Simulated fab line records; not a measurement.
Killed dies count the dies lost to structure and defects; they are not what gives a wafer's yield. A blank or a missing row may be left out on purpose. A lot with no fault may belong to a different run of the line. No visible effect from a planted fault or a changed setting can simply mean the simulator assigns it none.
What tool caused it?    flow n5_finfet    24 wafers from 8 lots sampled at 6 of the route's 1938 steps

== WHAT THE GAUGES READ, wafer by wafer ==
N5_BEOL_M4_RC_MEAS_101. Usual: DIBL_N 36.3 mV/V, standard deviation 1.2; DIBL_P 36.7 mV/V, standard deviation 1.5; IOFF_N 0.164 nA/um, standard deviation 0.02; IOFF_P 0.214 nA/um, standard deviation 0.024; ION_N 673 uA/um, standard deviation 8.5; ION_P 461 uA/um, standard deviation 5.9; SS_N 71.6 mV/dec, standard deviation 0.44; SS_P 73.3 mV/dec, standard deviation 0.55; VT_N 249.4 mV, standard deviation 2.4; VT_P -250.0 mV, standard deviation 2.3.
lot   measured      on         DIBL_N (mV/V)   DIBL_P (mV/V)   IOFF_N (nA/um)     IOFF_P (nA/um)     ION_N (uA/um)  ION_P (uA/um)  SS_N (mV/dec)   SS_P (mV/dec)   VT_N (mV)          VT_P (mV)             flag
L184  day 7 14:05   prober-01  36.3 35.6 36.4  35.8 34.9 35.2  0.162 0.149 0.160  0.194 0.182 0.188  674 654 655    458 449 453    71.9 71.7 71.4  73.4 73.3 74.0  249.4 250.6 249.2  -251.8 -255.3 -251.0  
L193  day 10 16:14  prober-01  36.3 36.8 36.5  37.8 38.2 37.6  0.171 0.169 0.159  0.235 0.243 0.227  689 678 676    472 466 464    71.7 71.7 71.7  73.8 72.6 73.7  245.1 248.6 250.6  -249.2 -249.1 -249.4  
L195  day 10 17:22  prober-02  38.5 36.8 35.9  39.1 37.5 35.4  0.217 0.172 0.151  0.266 0.242 0.201  692 673 667    470 459 456    72.3 72.2 71.6  74.8 74.5 73.4  247.0 250.8 251.7  -248.6 -247.8 -251.3  
L203  day 12 22:29  prober-01  36.5 35.7 34.4  36.7 35.6 34.3  0.186 0.168 0.150  0.219 0.209 0.187  677 691 681    459 464 463    71.7 71.4 71.3  73.8 73.6 73.1  248.8 247.4 251.1  -249.0 -251.4 -252.3  
L206  day 13 14:47  prober-02  38.4 39.1 37.7  38.8 39.1 37.5  0.186 0.205 0.175  0.236 0.240 0.207  677 685 684    466 467 463    71.4 72.2 71.6  73.5 73.5 72.5  249.3 246.7 248.6  -249.4 -248.1 -252.9  
L207  day 13 19:11  prober-02  36.3 36.1 38.6  38.1 38.3 40.1  0.159 0.160 0.200  0.214 0.214 0.258  680 672 682    465 465 469    71.2 71.2 72.3  73.8 73.3 74.7  251.0 251.5 247.2  -251.5 -250.7 -249.7  

== TOOL THAT RAN EACH LOT (tool first, then ch and the chambers of the sampled wafers, then the start) ==
lot   N5_ZERO_LAYER_PECVD_02          N5_ZERO_LAYER_ETCH_17              N5_ZERO_LAYER_STRIP_24               N5_PMOS_HMC_CHANNEL_EPI_STRIP_33   N5_PMOS_HMC_CHANNEL_EPI_FIN_RECESS_16
L184  pecvd-04 ch 0,2, day 1 12:17    rie_diel-02 ch 0,3, day 1 12:52    plasma_asher-01 ch 0, day 1 13:02    rie_diel-05 ch 1,3, day 1 17:13    rie_si-05 ch 0,3, day 1 17:33
L193  pecvd-03 ch 0,1,2, day 3 18:17  rie_diel-02 ch 1,2,3, day 3 18:55  plasma_asher-02 ch 0, day 3 19:05    rie_diel-06 ch 1,3, day 4 00:55    rie_si-05 ch 0,1, day 4 01:14
L195  pecvd-04 ch 0,1,2, day 4 06:17  rie_diel-02 ch 0,1, day 4 06:43    plasma_asher-01 ch 0, day 4 06:53    rie_diel-02 ch 0,2,3, day 4 12:26  rie_si-01 ch 1,3, day 4 12:45
L203  pecvd-04 ch 0,1,2, day 6 06:17  rie_diel-05 ch 2,3, day 6 06:43    plasma_asher-02 ch 0,1, day 6 06:54  rie_diel-02 ch 1,2,3, day 6 11:58  rie_si-04 ch 1,2, day 6 12:17
L204  pecvd-01 ch 0,1,2, day 6 12:17  rie_diel-02 ch 1,2,3, day 6 12:50  plasma_asher-01 ch 0,1, day 6 13:01  -                                  -
L205  pecvd-03 ch 1,2, day 6 18:17    rie_diel-05 ch 1,2, day 6 19:04    plasma_asher-01 ch 0, day 6 19:14    -                                  -
L206  pecvd-01 ch 0,1,2, day 7 00:18  rie_diel-02 ch 0,1,2, day 7 01:06  plasma_asher-01 ch 0,1, day 7 01:17  rie_diel-02 ch 0,1, day 7 05:51    rie_si-04 ch 1,2,3, day 7 06:11
L207  pecvd-04 ch 0,1,2, day 7 06:18  rie_diel-02 ch 0,1, day 7 06:52    plasma_asher-01 ch 0,1, day 7 07:02  rie_diel-05 ch 0,1,3, day 7 11:26  rie_si-01 ch 0,1,2, day 7 11:47
- N5_ZERO_LAYER_PECVD_02: deposits SiO2 from SiH4/N2O, target thk 10 nm, time 6 s.
- N5_ZERO_LAYER_ETCH_17: etches SiO2 in CF4, target depth 12 nm, time 13.3 s.
- N5_ZERO_LAYER_STRIP_24: strips in O2.
- N5_PMOS_HMC_CHANNEL_EPI_STRIP_33: strips in N2/H2.
- N5_PMOS_HMC_CHANNEL_EPI_FIN_RECESS_16: chemistry HBr/Cl2, target Si, target depth 54 nm, time 18 s.

== AS READ BY THE TOOLS THEMSELVES (means over the sampled wafers that have a number; for cases with no such wafer, the mark the record gives instead) ==
N5_ZERO_LAYER_PECVD_02. Usual: heater_power_w 706 W, standard deviation 84; rf_fwd_power_W 272.8 W, standard deviation 1.1; showerhead_plenum_p_Torr 8.10 Torr, standard deviation 0.082.
lot   tool      heater_power_w (W)  rf_fwd_power_W (W)  showerhead_plenum_p_Torr (Torr)  flag
L184  pecvd-04  748                 271.9               8.12                             
L193  pecvd-03  745                 273.4               8.05                             
L195  pecvd-04  678                 273.1               8.11                             
L203  pecvd-04  731                 272.8               8.13                             
L204  pecvd-01  590                 273.3               8.20                             
L205  pecvd-03  719                 272.1               8.05                             
L206  pecvd-01  607                 273.6               8.19                             
L207  pecvd-04  748                 272.2               8.11                             

N5_ZERO_LAYER_ETCH_17. Usual: bias_w 215.1 W, standard deviation 0.63; cf4_flow_sccm 100.0 sccm, standard deviation 0.3; drypump_motor_current_A 5.7 A, standard deviation 0.57; oes_product_au 0.78 a.u., standard deviation 0.073; rf_fwd_power_W 446.5 W, standard deviation 1.8; rf_vpp_V 948 V, standard deviation 4.7; showerhead_plenum_p_Torr 2.14 Torr, standard deviation 0.072; throttle_valve_pct 15.68 %, standard deviation 0.23.
lot   tool         bias_w (W)  cf4_flow_sccm (sccm)  drypump_motor_current_A (A)  oes_product_au (a.u.)  rf_fwd_power_W (W)  rf_vpp_V (V)  showerhead_plenum_p_Torr (Torr)  throttle_valve_pct (%)  flag
L184  rie_diel-02  215.3       99.9                  6.1                          0.71                   448.0               949           2.15                             15.84                   
L193  rie_diel-02  215.3       99.8                  5.7                          0.77                   447.6               951           2.17                             15.59                   
L195  rie_diel-02  215.4       100.2                 5.4                          0.75                   447.0               951           2.16                             15.84                   
L203  rie_diel-05  215.0       99.7                  5.6                          0.71                   447.3               944           2.07                             15.95                   
L204  rie_diel-02  -           -                     -                            -                      -                   -             -                                -                       OFF
L205  rie_diel-05  -           -                     -                            -                      -                   -             -                                -                       OFF
L206  rie_diel-02  214.6       100.3                 5.2                          0.85                   445.9               952           2.19                             15.66                   
L207  rie_diel-02  215.3       100.1                 5.2                          0.89                   448.4               956           2.26                             15.74                   

N5_ZERO_LAYER_STRIP_24. Usual: drypump_motor_current_A 5.83 A, standard deviation 0.036; heater_power_w 343 W, standard deviation 35; oes_product_au 0.647 a.u., standard deviation 0.0045; strip_time_to_endpoint_s 43.87 s, standard deviation 0.084.
lot   tool             drypump_motor_current_A (A)  heater_power_w (W)  oes_product_au (a.u.)  strip_time_to_endpoint_s (s)  flag
L184  plasma_asher-01  5.84                         359                 0.647                  43.87                         
L193  plasma_asher-02  5.90                         408                 0.646                  43.92                         
L195  plasma_asher-01  5.84                         362                 0.650                  43.80                         
L203  plasma_asher-02  5.81                         357                 0.645                  43.87                         
L204  plasma_asher-01  5.80                         323                 0.645                  44.17                         OFF
L205  plasma_asher-01  5.84                         362                 0.651                  44.16                         OFF
L206  plasma_asher-01  5.86                         340                 0.645                  43.88                         
L207  plasma_asher-01  5.84                         341                 0.649                  43.91                         

N5_PMOS_HMC_CHANNEL_EPI_STRIP_33. Usual: drypump_motor_current_A 5.7 A, standard deviation 0.51; oes_product_au 0.76 a.u., standard deviation 0.068; rf_vpp_V 54.2 V, standard deviation 1.6; showerhead_plenum_p_Torr 3.36 Torr, standard deviation 0.12; throttle_valve_pct 19.1 %, standard deviation 0.39.
lot   tool         drypump_motor_current_A (A)  oes_product_au (a.u.)  rf_vpp_V (V)  showerhead_plenum_p_Torr (Torr)  throttle_valve_pct (%)  flag
L184  rie_diel-05  5.8                          0.76                   53.2          3.40                             19.5                    
L193  rie_diel-06  5.9                          0.79                   53.2          3.25                             18.9                    
L195  rie_diel-02  5.6                          0.74                   52.5          3.30                             18.9                    
L203  rie_diel-02  5.8                          0.75                   54.8          3.41                             18.9                    
L206  rie_diel-02  5.4                          0.82                   54.7          3.53                             19.3                    
L207  rie_diel-05  5.7                          0.70                   54.1          3.32                             19.4                    

N5_PMOS_HMC_CHANNEL_EPI_FIN_RECESS_16. Usual: HBr_flow_sccm 150.0 sccm, standard deviation 0.46; drypump_motor_current_A 5.8 A, standard deviation 0.33; oes_product_au 0.996 a.u., standard deviation 0.02; rf_fwd_power_W 794.7 W, standard deviation 2.8; throttle_valve_pct 35.53 %, standard deviation 0.17.
lot   tool       HBr_flow_sccm (sccm)  drypump_motor_current_A (A)  oes_product_au (a.u.)  rf_fwd_power_W (W)  throttle_valve_pct (%)  flag
L184  rie_si-05  150.4                 5.8                          0.988                  795.0               35.48                   
L193  rie_si-05  150.0                 5.5                          1.011                  790.3               35.45                   
L195  rie_si-01  150.2                 6.2                          0.989                  794.6               35.43                   
L203  rie_si-04  149.6                 5.6                          1.008                  794.1               35.66                   
L206  rie_si-04  150.1                 5.9                          0.999                  793.4               35.72                   
L207  rie_si-01  150.0                 5.9                          0.980                  794.8               35.59                   

== THE ANSWER, worked out from the rows above alone ==
Rule: take the mean of a lot's wafers that have a number; if it is more than 3 standard deviations from the usual mean, the lot is off. Also off: a lot with no number at a reading for which 4 or more lots have one. Where the step has rows for the other lots, those lots are counted as sound. After the gauges, taken in route order, come the tools' own readings; for these a lot's mean is taken, as printed above. The first step at which some lot is off is used, and at that step the reading that is off furthest; a lot without a number counts as furthest.
Off at N5_ZERO_LAYER_ETCH_17 (bias_w): L204, L205. Without a number there: L204, L205.
If a tool, at that step or one of the process steps before it, ran each lot that is off and ran no sound lot following the first of them, it fits. No candidate that was tried fits.

== WHAT WAS PUT IN BY THE SIMULATOR ==
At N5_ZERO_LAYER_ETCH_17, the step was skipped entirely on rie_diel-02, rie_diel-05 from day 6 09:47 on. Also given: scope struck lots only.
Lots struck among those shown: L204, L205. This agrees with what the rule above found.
